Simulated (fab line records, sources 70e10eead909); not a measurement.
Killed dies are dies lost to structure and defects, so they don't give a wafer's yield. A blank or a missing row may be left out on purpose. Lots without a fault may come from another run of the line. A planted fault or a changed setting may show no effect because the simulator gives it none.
Chamber matching | flow nand_harc | NHARC_A_CHANNEL_FILL_D1_CMP_10 on cmp-03: 4 sister chambers
The step polishes, target thk 150 nm. 14 wafers are shown with their chamber, then 7 later ones without.

WAFERS WITH THEIR CHAMBER
wafer  | chamber | motor_current_A (A) | edge_zone_pressure_frac | retaining_ring_pressure_frac
L076.2 | 2       | 11.3                | 1.000                   | 1.016
L076.5 | 0       | 12.4                | 1.004                   | 1.008
L076.6 | 3       | 11.3                | 0.995                   | 1.012
L082.1 | 2       | 11.0                | 0.997                   | 0.993
L082.2 | 3       | 11.8                | 1.004                   | 0.999
L082.3 | 0       | 13.3                | 1.002                   | 1.001
L081.1 | 0       | 12.9                | 1.000                   | 1.006
L081.4 | 3       | 11.4                | 1.005                   | 0.987
L081.5 | 3       | 11.6                | 1.001                   | 0.995
L085.2 | 3       | 11.5                | 1.000                   | 0.996
L085.3 | 1       | 11.2                | 1.001                   | 0.998
L085.6 | 0       | 13.8                | 1.004                   | 1.003
L089.1 | 3       | 11.3                | 1.003                   | 1.000
L089.2 | 2       | 11.9                | 1.001                   | 0.999

SIGNATURES (means of the wafers above)
reading                      | chamber 0 | chamber 1 | chamber 2 | chamber 3 | scatter within a chamber
motor_current_A              | 13.100    | 11.200    | 11.400    | 11.483    | 0.408
edge_zone_pressure_frac      | 1.00250   | 1.00100   | 0.99933   | 1.00133   | 0.00292
retaining_ring_pressure_frac | 1.00450   | 0.99800   | 1.00267   | 0.99817   | 0.00805
Rule: a wafer's distance from a chamber is the root of the sum, over the readings, of the square of ((its reading less the chamber's mean) divided by the reading's scatter). The wafer belongs to the nearest chamber; if the next one is less than 2 further off, it can't be placed. The scatter: the root of (the sum of the squares of (reading less its chamber's mean) over the shown wafers, divided by (wafers less chambers)).

WAFERS WITHOUT THEIR CHAMBER
wafer  | motor_current_A (A) | edge_zone_pressure_frac | retaining_ring_pressure_frac
L089.4 | 13.2                | 0.999                   | 1.007
L093.1 | 12.7                | 0.996                   | 1.003
L093.4 | 12.2                | 1.006                   | 0.991
L093.5 | 11.4                | 0.999                   | 0.993
L095.2 | 13.3                | 1.007                   | 1.000
L095.4 | 11.9                | 0.995                   | 1.002
L095.6 | 12.0                | 0.999                   | 1.003

WHICH CHAMBER EACH WENT THROUGH
wafer  | from the rows above               | in truth
L089.4 | 0                                 | 0
L093.1 | can't be placed: 0 or 2 or 3 or 1 | 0
L093.4 | can't be placed: 3 or 0 or 1 or 2 | 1
L093.5 | can't be placed: 3 or 1 or 2      | 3
L095.2 | 0                                 | 0
L095.4 | can't be placed: 2 or 3 or 1 or 0 | 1
L095.6 | can't be placed: 2 or 3 or 1 or 0 | 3
Placed correctly: 2 of 7. Can't be placed from these rows: 5 (the true chamber is among the candidates in 5). Placed wrongly: 0.
